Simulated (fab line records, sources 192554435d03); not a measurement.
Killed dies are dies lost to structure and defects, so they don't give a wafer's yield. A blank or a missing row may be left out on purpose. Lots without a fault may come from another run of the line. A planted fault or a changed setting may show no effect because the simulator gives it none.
fab line records | flow n5_finfet | part 1 of 2: steps 1 to 26 of 34
record lots=5 wafers=15 last_day=16
route steps=1938 shown BEOL_M7@1316 BEOL_M8@1332
lots that met no fault: from a run of the same line without faults
start_h: hours from the record's first day to the start of the lot's first wafer shown | wait_h: hours since the lot's step before | " the same as in the row above | L1.1+2: a row that stands for several wafers | - no value, or no start given | * or withheld: withheld | < > ~ a bound
route shown NAME@n: a module of which the file shows steps, and the number in the route of the first | usual: mean/standard deviation of fault-free wafers | same: alike in all rows | chamber/n: place in a boat | sites: the reading at each site | _std_site: their standard deviation | _edge_site: outer sites' mean less inner sites' | radius_mm: how far each site lies from the wafer's centre | mask NAME#n: copy n | behind: the tool/chamber that last shaped the wafer | hold: why the lot was held/for how many hours/how that ended | device: the transistor (n, p or np) that didn't switch | end of line: the same wafers' tests at the end of the route | a step without rows: its recipe alone | killed: dies lost to structure and defects at the first sort, not the wafer's yield | map: a wafer's dies, x killed, . not, _ none there
set.NAME: the setting as run; set.NAME@STEP: as run at that earlier step | model.NAME: the simulator's own value behind a step, which no gauge read
lots at some steps of the route; a table a step, a row a wafer
services: from which hour (start_h, from the record's first day; less than 0 if before it) a tool's chamber was out of use, for how many hours, and why
## steps
# step N5_BEOL_M7_CD_MEAS_35
# recipe target_cd_nm=40 polarity=opening
# usual cd_nm=40.1/0.78
# columns lot.wafer tool chamber start_h wait_h cd_nm
L078.1 cd_sem-01 - 223.67 0.0 41.1
L078.5 " - " " 39.0
L078.6 " - " " 40.2
L080.1 cd_sem-02 - 234.78 0.0 38.7
L080.2 " - " " 40.5
L080.5 " - " " 39.8
L082.4 cd_sem-03 - 241.69 0.0 39.8
L082.5 " - " " 40.0
L082.6 " - " " 41.2
L083.1 cd_sem-03 - 247.97 0.0 38.3
L083.3 " - " " 39.1
L083.4 " - " " 39.1
L091.1 cd_sem-02 - 306.44 0.0 39.9
L091.3 " - " " 41.0
L091.5 " - " " 41.0
# step N5_BEOL_M7_CURE_75
# recipe temp_c=370 time_s=120 ambient=DMADMS/He material=SiCOH_lowk
# usual lamp_power_pct=52.32/0.056 wafer_temp_C_max=371.6/0.52
# columns lot.wafer tool chamber start_h wait_h lamp_power_pct wafer_temp_C_max
L078.1 uv_cure-02 1 223.89 0.2 52.28 371.9
L078.5 " 1 " " 52.34 371.8
L078.6 " 1 " " 52.32 371.5
L080.1 uv_cure-03 2 234.87 0.1 52.32 372.7
L080.2 " 2 " " 52.35 373.2
L080.5 " 2 " " 52.41 372.1
L082.4 uv_cure-01 2 241.87 0.2 52.37 371.5
L082.5 " 2 " " 52.27 371.9
L082.6 " 2 " " 52.26 371.9
L083.1 uv_cure-01 2 248.01 0.0 52.28 371.7
L083.3 " 2 " " 52.36 371.8
L083.4 " 2 " " 52.27 371.1
L091.1 uv_cure-01 0 306.48 0.0 52.33 371.9
L091.3 " 0 " " 52.24 371.5
L091.5 " 0 " " 52.22 371.9
# step N5_BEOL_M7_DEGAS_44
# recipe ambient=vacuum temp_c=250 time_s=60
# usual heater_power_w=320/23
# columns lot.wafer tool chamber start_h wait_h heater_power_w
L078.1 pvd_sputter-01 - 225.30 1.4 330
L078.5 " - " " 353
L078.6 " - " " 327
L080.1 pvd_sputter-03 - 235.36 0.4 321
L080.2 " - " " 319
L080.5 " - " " 326
L082.4 pvd_sputter-03 - 242.08 0.2 324
L082.5 " - " " 304
L082.6 " - " " 327
L083.1 pvd_sputter-03 - 248.50 0.4 307
L083.3 " - " " 291
L083.4 " - " " 331
L091.1 pvd_sputter-03 - 307.09 0.6 296
L091.3 " - " " 305
L091.5 " - " " 290
# step N5_BEOL_M7_PRE_CLEAN_45
# recipe gas=H2/He time_s=30 temp_c=250
# usual heater_power_w=320/23
# columns lot.wafer tool chamber start_h wait_h heater_power_w
L078.1 pvd_sputter-01 - 225.34 0.0 329
L078.5 " - " " 362
L078.6 " - " " 329
L080.1 pvd_sputter-03 - 235.40 0.0 315
L080.2 " - " " 309
L080.5 " - " " 317
L082.4 pvd_sputter-03 - 242.12 0.0 327
L082.5 " - " " 314
L082.6 " - " " 325
L083.1 pvd_sputter-03 - 248.54 0.0 306
L083.3 " - " " 285
L083.4 " - " " 333
L091.1 pvd_sputter-03 - 307.13 0.0 292
L091.3 " - " " 311
L091.5 " - " " 291
# step N5_BEOL_M7_ALD_77
# recipe material=TaN target_thk_a=20 temp_c=275 ald_precursor_family=PDMAT ald_co_reactant=NH3 pressure_torr=3 carrier_flow_sccm=1500 pulse_time_s=2 purge_time_s=3 co_reactant_purge_time_s=2 co_reactant_pulse_time_s=3 ald_cycles=40 precursor_vessel_temp_c=75 precursor_vessel_pressure_torr=26.25 precursor_vessel_carrier_sccm=1000
# usual heater_power_w=434/68
# columns lot.wafer tool chamber start_h wait_h heater_power_w since_wet_clean_h
L078.1 ald_metal-01 0 225.63 0.3 355 6042
L078.5 " 3 " " 329 -
L078.6 " 2 " " 400 -
L080.1 ald_metal-02 3 235.46 0.0 491 4514
L080.2 " 0 " " 470 4514
L080.5 " 3 " " 493 -
L082.4 ald_metal-04 3 242.38 0.2 406 2982
L082.5 " 3 " " 418 -
L082.6 " 2 " " 498 -
L083.1 ald_metal-02 1 248.60 0.0 450 4527
L083.3 " 2 " " 388 4527
L083.4 " 3 " " 479 4527
L091.1 ald_metal-04 3 307.19 0.0 403 3047
L091.3 " 2 " " 507 3047
L091.5 " 0 " " 477 -
# step N5_BEOL_M7_SURFACE_TREAT_79
# recipe gas=Ar time_s=* ion_energy_ev=* ion_current_ma_cm2=0.5 pressure_mtorr=* ar_flow_sccm=30
# usual throttle_valve_pct=*
# columns lot.wafer tool chamber start_h wait_h throttle_valve_pct
L078.1 pvd_sputter-01 - 226.00 0.2 *
L078.5 " - " " *
L078.6 " - " " *
L080.1 pvd_sputter-01 - 235.74 0.2 *
L080.2 " - " " *
L080.5 " - " " *
L082.4 pvd_sputter-02 - 242.81 0.3 *
L082.5 " - " " *
L082.6 " - " " *
L083.1 pvd_sputter-03 - 248.94 0.2 *
L083.3 " - " " *
L083.4 " - " " *
L091.1 pvd_sputter-02 - 307.49 0.2 *
L091.3 " - " " *
L091.5 " - " " *
# step N5_BEOL_M7_CVD_78
# recipe material=Co target_thk_a=20 temp_c=withheld precursor=CCTBA/H2 pressure_torr=30 time_s=142.3
# columns lot.wafer tool chamber start_h wait_h since_wet_clean_h
L078.1 cvd_co-01 1 226.08 0.1 89
L078.5 " 1 " " -
L078.6 " 0 " " -
L080.1 cvd_co-02 0 235.80 0.0 777
L080.2 " 1 " " 1214
L080.5 " 1 " " -
L082.4 cvd_co-02 2 242.97 0.1 -
L082.5 " 0 " " -
L082.6 " 1 " " -
L083.1 cvd_co-02 1 249.06 0.1 1228
L083.3 " 0 " " 790
L083.4 " 1 " " -
L091.1 cvd_co-01 0 307.55 0.0 1068
L091.3 " 0 " " -
L091.5 " 1 " " -
# step N5_BEOL_M7_SPUTTER_48
# recipe material=Cu target_thk_a=100 temp_c=-20 bias_v=60 power_w=26000 chamber_pressure_pa=0.13 time_s=1.667
# usual cathode_dc_power_W=26000/4.6 throttle_valve_pct=29.9/0.97
# columns lot.wafer tool chamber start_h wait_h cathode_dc_power_W throttle_valve_pct
L078.1 pvd_sputter-01 - 226.44 0.3 25996 29.9
L078.5 " - " " 25997 31.7
L078.6 " - " " 26005 31.0
L080.1 pvd_sputter-02 - 235.91 0.1 26004 29.6
L080.2 " - " " 26005 27.8
L080.5 " - " " 26005 27.8
L082.4 pvd_sputter-02 - 243.11 0.1 26005 29.7
L082.5 " - " " 26007 27.7
L082.6 " - " " 25996 29.4
L083.1 pvd_sputter-03 - 249.24 0.1 26013 30.0
L083.3 " - " " 26002 29.7
L083.4 " - " " 26006 30.2
L091.1 pvd_sputter-03 - 307.71 0.1 26001 30.1
L091.3 " - " " 25995 29.7
L091.5 " - " " 26011 29.4
# step N5_BEOL_M7_ECD_50
# recipe material=Cu target_thk_a=3000
# columns lot.wafer tool chamber start_h wait_h
L078.1+5+6 ecd_cu-02 1,0,1 226.55 0.1
L080.1+2+5 ecd_cu-01 0,1,1 236.04 0.1
L082.4+5+6 ecd_cu-01 0,1,0 243.25 0.1
L083.1+3+4 ecd_cu-02 1,0,1 249.36 0.1
L091.1+3+5 ecd_cu-01 1 307.83 0.1
# step N5_BEOL_M7_ANNEAL_51
# recipe temp_c=225 time_s=90 ambient=N2
# usual anneal_temp_c_max=226.04/0.23 wafer_temp_C_max=226.26/0.27
# columns lot.wafer tool chamber start_h wait_h anneal_temp_c_max wafer_temp_C_max
L078.1 rtp_anneal-01 0 226.65 0.1 226.17 225.91
L078.5 " 0 " " 226.38 225.98
L078.6 " 0 " " 226.11 226.02
L080.1 rtp_anneal-01 0 236.14 0.1 226.00 226.24
L080.2 " 0 " " 225.91 225.56
L080.5 " 0 " " 226.23 226.01
L082.4 rtp_anneal-02 0 244.80 1.5 225.83 226.65
L082.5 " 0 " " 225.88 227.07
L082.6 " 0 " " 225.67 226.39
L083.1 rtp_anneal-01 0 249.75 0.4 225.92 226.46
L083.3 " 0 " " 226.17 226.05
L083.4 " 0 " " 226.02 226.10
L091.1 rtp_anneal-01 0 307.92 0.1 226.01 226.02
L091.3 " 0 " " 225.88 226.03
L091.5 " 0 " " 225.95 225.83
# step N5_BEOL_M7_CMP_52
# recipe stop_on=SiCOH_lowk t_overpolish_s=6.9 down_force_psi=1 platen_rpm=50 clearing_platen_down_force_psi=1.5 clearing_platen_rpm=50 post_cmp_clean=cu_alkaline target_thk_nm=80 clearing_platen_pad_velocity_m_s=0.99484 pad_velocity_m_s=0.99484
# usual barrier_field_endpoint_s=29.0/1 motor_current_A=6.3/0.6 overpolish_run_s=6.900/0.0083 time_to_endpoint_s=62/4.4
# columns lot.wafer tool chamber start_h wait_h barrier_field_endpoint_s motor_current_A overpolish_run_s time_to_endpoint_s
L078.1 cmp-01 0 226.98 0.3 28.2 6.7 6.888 60
L078.6 " 3 " " 30.3 6.4 6.909 62
L078.5 " 0 " " 28.0 7.3 6.903 58
L080.2 cmp-04 0 236.51 0.3 28.0 5.8 6.897 55
L080.1 " 1 " " 27.1 5.3 6.907 57
L080.5 " 1 " " 27.4 5.2 6.899 57
L082.4 cmp-04 2 245.07 0.2 28.8 6.2 6.901 66
L082.5 " 3 " " 28.5 6.7 6.893 62
L082.6 " 0 " " 28.0 5.7 6.906 57
L083.3 cmp-01 0 250.42 0.5 28.8 6.6 6.902 62
L083.1 " 1 " " 28.2 5.6 6.895 63
L083.4 " 2 " " 29.5 6.5 6.903 63
L091.3 cmp-01 0 308.22 0.2 28.9 6.9 6.886 70
L091.1 " 2 " " 29.8 6.1 6.894 66
L091.5 " 0 " " 30.7 6.8 6.890 69
# step N5_BEOL_M7_THK_MEAS_53
# recipe thk_meas_gauge=xrf reads=Cu_of_BEOL_M7_ECD_50
# usual M7_THK=77.8/2.9
# columns lot.wafer tool chamber start_h wait_h M7_THK[nm]
L078.1 film_metro-02 - 227.24 - 75.2
L078.5 " - " " 80.4
L078.6 " - " " 79.8
L080.1 film_metro-02 - 236.81 - 78.2
L080.2 " - " " 81.4
L080.5 " - " " 71.9
L082.4 film_metro-02 - 245.26 - 74.6
L082.5 " - " " 76.3
L082.6 " - " " 75.2
L083.1 film_metro-01 - 250.71 - 83.5
L083.3 " - " " 81.9
L083.4 " - " " 73.1
L091.1 film_metro-01 - 308.51 - 81.3
L091.3 " - " " 80.0
L091.5 " - " " 79.7
# step N5_BEOL_M7_PRE_CLEAN_55
# recipe gas=NH3 time_s=15 temp_c=withheld rf_power_w=300
# columns lot.wafer tool chamber start_h wait_h since_wet_clean_h
L078.1 pecvd-02 0 227.28 0.0 750
L078.5 " 0 " " -
L078.6 " 1 " " -
L080.1 pecvd-03 2 236.84 0.0 350
L080.2 " 0 " " 1122
L080.5 " 2 " " -
L082.4 pecvd-03 0 245.30 0.0 -
L082.5 " 1 " " -
L082.6 " 2 " " -
L083.1 pecvd-02 2 250.75 0.0 19
L083.3 " 1 " " 1498
L083.4 " 2 " " -
L091.1 pecvd-03 1 308.55 0.0 1919
L091.3 " 0 " " 1194
L091.5 " 2 " " -
# step N5_BEOL_M7_DEP_56
# recipe material=SiCN target_thk_a=100 temp_c=withheld precursor=3MS/NH3 pressure_torr=3 rf_w=202 time_s=17.5
# usual showerhead_plenum_p_Torr=3.664/0.013 throttle_valve_pct=9.1/0.51
# columns lot.wafer tool chamber start_h wait_h showerhead_plenum_p_Torr since_wet_clean_h throttle_valve_pct
L078.1 pecvd-02 0 227.31 0.0 3.656 750 8.5
L078.5 " 0 " " 3.661 - 8.3
L078.6 " 1 " " 3.668 - 9.5
L080.1 pecvd-03 2 236.87 0.0 3.679 350 9.0
L080.2 " 0 " " 3.660 1122 10.2
L080.5 " 2 " " 3.688 - 8.7
L082.4 pecvd-03 0 245.33 0.0 3.648 - 10.0
L082.5 " 1 " " 3.651 - 9.2
L082.6 " 2 " " 3.682 - 8.9
L083.1 pecvd-02 2 250.77 0.0 3.651 19 8.9
L083.3 " 1 " " 3.673 1498 9.7
L083.4 " 2 " " 3.648 - 8.9
L091.1 pecvd-03 1 308.57 0.0 3.648 1919 9.0
L091.3 " 0 " " 3.650 1194 10.0
L091.5 " 2 " " 3.681 - 8.9
# step N5_BEOL_M7_RS_MEAS_57
# recipe thk_meas_gauge=four-point-probe reads=Cu_of_BEOL_M7_ECD_50+Co_of_BEOL_M7_CVD_78+TaN_of_BEOL_M7_ALD_77
# usual M7_RS=0.290/0.013
# columns lot.wafer tool chamber start_h wait_h M7_RS[ohm/sq]
L078.1 film_metro-02 - 227.40 0.1 0.304
L078.5 " - " " 0.284
L078.6 " - " " 0.284
L080.1 film_metro-01 - 236.94 0.1 0.288
L080.2 " - " " 0.277
L080.5 " - " " 0.318
L082.4 film_metro-01 - 245.39 0.0 0.303
L082.5 " - " " 0.295
L082.6 " - " " 0.301
L083.1 film_metro-02 - 250.84 0.1 0.267
L083.3 " - " " 0.274
L083.4 " - " " 0.313
L091.1 film_metro-02 - 308.64 0.1 0.275
L091.3 " - " " 0.281
L091.5 " - " " 0.282
# step N5_BEOL_M7_INSPECT_58
# recipe inspect_instrument=darkfield mode=post_dep
# usual raw_defect_count=71/25
# columns lot.wafer tool chamber start_h wait_h raw_defect_count
L078.1 defect_inspect-01 - 227.43 0.0 65
L078.5 " - " " 66
L078.6 " - " " 60
L080.1 defect_inspect-02 - 236.96 0.0 35
L080.2 " - " " 52
L080.5 " - " " 50
L082.4 defect_inspect-01 - 245.41 0.0 61
L082.5 " - " " 53
L082.6 " - " " 94
L083.1 defect_inspect-01 - 250.87 0.0 94
L083.3 " - " " 88
L083.4 " - " " 70
L091.1 defect_inspect-02 - 308.67 0.0 63
L091.3 " - " " 61
L091.5 " - " " 41
# step N5_BEOL_M8_ILD_DEP_00
# recipe material=SiCOH_lowk target_thk_a=1797.5 temp_c=300 precursor=DEMS/porogen pressure_torr=5 rf_w=500 time_s=33.4
# usual heater_power_w=300/43 showerhead_plenum_p_Torr=5.739/0.014 throttle_valve_pct=13.9/0.65
# columns lot.wafer tool chamber start_h wait_h heater_power_w showerhead_plenum_p_Torr since_wet_clean_h throttle_valve_pct
L078.1 pecvd-01 2 227.46 0.0 244 5.741 153 13.8
L078.5 " 1 " " 249 5.747 - 13.9
L078.6 " 2 " " 256 5.729 - 13.7
L080.1 pecvd-02 1 237.00 0.0 292 5.744 1485 14.7
L080.2 " 2 " " 267 5.720 6 13.5
L080.5 " 2 " " 268 5.725 - 13.6
L082.4 pecvd-01 0 245.47 0.1 308 5.759 - 13.4
L082.5 " 1 " " 277 5.763 - 13.8
L082.6 " 2 " " 249 5.733 - 13.5
L083.1 pecvd-01 0 250.90 0.0 301 5.752 955 13.4
L083.3 " 2 " " 252 5.738 176 13.5
L083.4 " 0 " " 297 5.743 - 13.6
L091.1 pecvd-04 1 308.71 0.0 338 5.751 2100 14.5
L091.3 " 0 " " 352 5.720 1375 15.1
L091.5 " 0 " " 359 5.737 - 15.0
# step N5_BEOL_M8_CURE_74
# recipe temp_c=385 time_s=240 ambient=He/Ar material=SiCOH_lowk
# usual lamp_power_pct=52.31/0.057 wafer_temp_C_max=386.8/0.6
# columns lot.wafer tool chamber start_h wait_h lamp_power_pct wafer_temp_C_max
L078.1 uv_cure-01 0 227.53 0.0 52.38 386.5
L078.5 " 0 " " 52.31 387.5
L078.6 " 0 " " 52.34 387.1
L080.1 uv_cure-01 0 237.07 0.0 52.41 387.8
L080.2 " 0 " " 52.31 387.0
L080.5 " 0 " " 52.34 387.1
L082.4 uv_cure-01 0 245.75 0.3 52.40 387.3
L082.5 " 0 " " 52.25 387.0
L082.6 " 0 " " 52.35 388.2
L083.1 uv_cure-03 1 250.97 0.0 52.27 386.4
L083.3 " 1 " " 52.26 387.8
L083.4 " 1 " " 52.34 387.5
L091.1 uv_cure-02 2 308.77 0.0 52.29 385.9
L091.3 " 2 " " 52.33 385.6
L091.5 " 2 " " 52.31 386.1
# step N5_BEOL_M8_THK_MEAS_01
# recipe reads=SiCOH_lowk_of_BEOL_M8_ILD_DEP_00
# usual M8_ILD_THK=155.4/2.1
# columns lot.wafer tool chamber start_h wait_h M8_ILD_THK[nm]
L078.1 film_metro-02 - 228.04 0.4 154.9
L078.5 " - " " 154.5
L078.6 " - " " 155.7
L080.1 film_metro-01 - 237.58 0.4 153.4
L080.2 " - " " 152.1
L080.5 " - " " 153.3
L082.4 film_metro-02 - 246.03 0.2 156.4
L082.5 " - " " 154.8
L082.6 " - " " 157.2
L083.1 film_metro-02 - 251.48 0.4 154.5
L083.3 " - " " 155.4
L083.4 " - " " 156.7
L091.1 film_metro-01 - 309.28 0.4 155.4
L091.3 " - " " 157.0
L091.5 " - " " 158.6
# step N5_BEOL_M8_PECVD_70
# recipe material=SiO2 target_thk_a=200 temp_c=400 precursor=TEOS/O2 pressure_torr=5.5 rf_w=450 teos_flow_sccm=53.8 gas=O2 flow_sccm=3000 time_s=22.7
# usual heater_power_w=714/84 showerhead_plenum_p_Torr=8.77/0.055 throttle_valve_pct=22.6/1.1
# columns lot.wafer tool chamber start_h wait_h heater_power_w showerhead_plenum_p_Torr since_wet_clean_h throttle_valve_pct
L078.1 pecvd-04 0 228.08 0.0 811 8.69 1294 24.1
L078.5 " 2 " " 722 8.70 - 21.3
L078.6 " 1 " " 711 8.83 - 23.6
L080.1 pecvd-04 2 237.62 0.0 654 8.73 514 21.5
L080.2 " 1 " " 758 8.84 2029 23.7
L080.5 " 2 " " 682 8.69 - 21.5
L082.4 pecvd-02 1 246.08 0.1 666 8.80 - 23.6
L082.5 " 0 " " 902 8.80 - 21.1
L082.6 " 2 " " 657 8.69 - 21.6
L083.1 pecvd-02 2 251.52 0.0 581 8.71 20 22.1
L083.3 " 1 " " 726 8.80 1499 23.7
L083.4 " 1 " " 736 8.81 - 23.4
L091.1 pecvd-01 0 309.32 0.0 637 8.81 1013 21.4
L091.3 " 1 " " 662 8.85 - 22.4
L091.5 " 0 " " 645 8.81 - 21.5
# step N5_BEOL_M8_HM_DEP_02
# recipe material=TiN target_thk_a=200 temp_c=25 chamber_pressure_pa=0.49996
# usual throttle_valve_pct=29.8/1
# columns lot.wafer tool chamber start_h wait_h throttle_valve_pct
L078.1 pvd_sputter-02 - 229.71 1.6 30.9
L078.5 " - " " 29.6
L078.6 " - " " 31.3
L080.1 pvd_sputter-02 - 239.43 1.8 29.4
L080.2 " - " " 30.9
L080.5 " - " " 31.2
L082.4 pvd_sputter-03 - 248.02 1.9 29.9
L082.5 " - " " 28.8
L082.6 " - " " 29.4
L083.1 pvd_sputter-03 - 252.04 0.5 29.8
L083.3 " - " " 28.9
L083.4 " - " " 30.1
L091.1 pvd_sputter-01 - 310.39 1.1 29.3
L091.3 " - " " 29.9
L091.5 " - " " 29.5
# step N5_BEOL_M8_COAT_59
# recipe resist=SOC temp_c=250 time_s=60 spin_rpm=1500 resist_thk_nm=100
# columns lot.wafer tool chamber start_h wait_h
L078.1+5+6 litho_track-04 0 229.84 0.1
L080.1+2+5 litho_track-02 0 239.55 0.1
L082.4+5+6 litho_track-04 0 248.15 0.1
L083.1+3+4 litho_track-04 0 252.17 0.1
L091.1+3+5 litho_track-02 0 310.52 0.1
# step N5_BEOL_M8_COAT_60
# recipe resist=SiARC temp_c=220 time_s=60 spin_rpm=1500 resist_thk_nm=35
# columns lot.wafer tool chamber start_h wait_h
L078.1+5+6 litho_track-04 0 - -
L080.1+2+5 litho_track-02 0 - -
L082.4+5+6 litho_track-04 0 - -
L083.1+3+4 litho_track-04 0 - -
L091.1+3+5 litho_track-02 0 - -
# step N5_BEOL_M8_COAT_05
# recipe resist=CAR-ArF spin_rpm=1500 resist_thk_nm=90
# columns lot.wafer tool chamber start_h wait_h
L078.1+5+6 litho_track-04 0 - -
L080.1+2+5 litho_track-02 0 - -
L082.4+5+6 litho_track-04 0 - -
L083.1+3+4 litho_track-04 0 - -
L091.1+3+5 litho_track-02 0 - -
# step N5_BEOL_M8_EBR_07
# recipe solvent=PGMEA ebr_width_mm=1.5
# columns lot.wafer tool chamber start_h wait_h
L078.1+5+6 litho_track-04 0 - -
L080.1+2+5 litho_track-02 0 - -
L082.4+5+6 litho_track-04 0 - -
L083.1+3+4 litho_track-04 0 - -
L091.1+3+5 litho_track-02 0 - -
# step N5_BEOL_M8_SOFTBAKE_06
# recipe temp_c=110 time_s=60 resist=CAR-ArF
# columns lot.wafer tool chamber start_h wait_h
L078.1+5+6 litho_track-04 0 - -
L080.1+2+5 litho_track-02 0 - -
L082.4+5+6 litho_track-04 0 - -
L083.1+3+4 litho_track-04 0 - -
L091.1+3+5 litho_track-02 0 - -
